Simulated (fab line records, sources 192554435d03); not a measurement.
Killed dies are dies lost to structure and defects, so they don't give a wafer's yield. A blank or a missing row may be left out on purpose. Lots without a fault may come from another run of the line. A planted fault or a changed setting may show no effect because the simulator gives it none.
Split-lot experiment | flow n5_finfet | 7 lots, 21 wafers read, on a route of 1938 steps

THE SPLIT
At N5_ZERO_LAYER_EXPOSE_08 (exposes mask ZERO, defocus 0 nm, target cd 2000 nm), the setting dose_mj was moved away from the recipe's 16.2 on 9 of the 21 wafers read, by -6.7% to +6.4%. The other wafers ran this setting at the recipe's value.

FROM THE SPLIT TO THE READING: what the file shows between them, 2 steps
- N5_ZERO_LAYER_DEVELOP_10: develop time 60 s (also split here: develop_time_s)
- N5_ZERO_LAYER_HARDBAKE_23: time 120 s

THE READING
cd_nm, in nm, at N5_ZERO_LAYER_CD_MEAS_11 (target cd 2000 nm). Fault-free wafers of this fab line usually give 1999.0 nm, standard deviation 2.3 nm.

wafer  | tool, chamber at the split | dose_mj as run | against the recipe | cd_nm, nm | against lot-mates on the recipe
L078.1 | krf_scanner-02, 0          | 16.88          | +4.2%              | 2008.4    | +10.8
L078.2 | krf_scanner-02, 0          | 16.2           | recipe             | 1998.7    | -
L078.6 | krf_scanner-02, 0          | 16.2           | recipe             | 1996.6    | -
L079.1 | krf_scanner-02, 0          | 16.91          | +4.4%              | 2006.1    | +8.3
L079.3 | krf_scanner-02, 0          | 16.91          | +4.4%              | 2006.7    | +8.9
L079.5 | krf_scanner-02, 0          | 16.2           | recipe             | 1997.8    | -
L080.2 | krf_scanner-01, 0          | 17.23          | +6.4%              | 2009.4    | +9.8
L080.3 | krf_scanner-01, 0          | 17.23          | +6.4%              | 2011.5    | +11.9
L080.4 | krf_scanner-01, 0          | 16.2           | recipe             | 1999.6    | -
L082.2 | krf_scanner-02, 0          | 16.2           | recipe             | 1997.8    | -
L082.5 | krf_scanner-02, 0          | 16.2           | recipe             | 1992.8    | -
L082.6 | krf_scanner-02, 0          | 16.2           | recipe             | 1993.1    | -
L084.4 | krf_scanner-02, 0          | 15.11          | -6.7%              | 1981.4    | -13.5
L084.5 | krf_scanner-02, 0          | 15.11          | -6.7%              | 1981.0    | -13.9
L084.6 | krf_scanner-02, 0          | 16.2           | recipe             | 1994.9    | -
L093.1 | krf_scanner-01, 0          | 15.24          | -5.9%              | 1985.2    | -12.7
L093.3 | krf_scanner-01, 0          | 16.2           | recipe             | 1997.9    | -
L093.4 | krf_scanner-01, 0          | 15.24          | -5.9%              | 1983.4    | -14.5
L097.1 | krf_scanner-02, 0          | 16.2           | recipe             | 2000.9    | -
L097.3 | krf_scanner-02, 0          | 16.2           | recipe             | 2000.6    | -
L097.6 | krf_scanner-02, 0          | 16.2           | recipe             | 2000.5    | -

THE FIT
A straight line over all 21 wafers: cd_nm changes by +2.23 nm for each +1% of dose_mj; r = +0.97; the points scatter about the line by 2.3 nm.
The same after taking each lot's own level away (the mean of its wafers on the recipe; 21 wafers): +2.03 nm for each +1%; r = +0.98; scatter 1.4 nm.
On that fit, the largest move of dose_mj shifts the reading by 14 nm.
The lots' own levels span 1994.57 to 2000.67 nm, that is 2.7 times the standard deviation above.
So the lot-to-lot level changes the slope little: the two slopes agree.
Check: with one of the wafers moved furthest among these (-6.7%) left out of the fit, the line predicts -14 nm for it against its lot-mates. It came out at -13.5 nm against them.

OTHER SPLITS ON THESE WAFERS
These wafers also went through other splits before the reading. Each is held against what the fit with the lots' levels taken away leaves over:
other split on the same wafers          | wafers away from the commonest value | r with cd_nm (lot level and that fit taken away)
N5_ZERO_LAYER_DEVELOP_10 develop_time_s | 12                                   | +0.10

THE WHOLE CHAIN: every reading that the file lists as answering this split, in the file's order
step                     | what it does             | reading                                                           | change (the file's fit)              | r (the file's)
N5_ZERO_LAYER_CD_MEAS_11 | target cd 2000 nm        | cd_nm                                                             | +2.06 nm for each +1% of the setting | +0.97
N5_ZERO_LAYER_DESCUM_16  | chemistry O2, time 7.9 s | ZERO_LAYER.cd_nm (the simulator's own value, which no gauge read) | +2.03 nm for each +1% of the setting | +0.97

THE FILE'S OWN FIT
cd_nm changes by +2.06 nm for each +1% of dose_mj, r = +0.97.
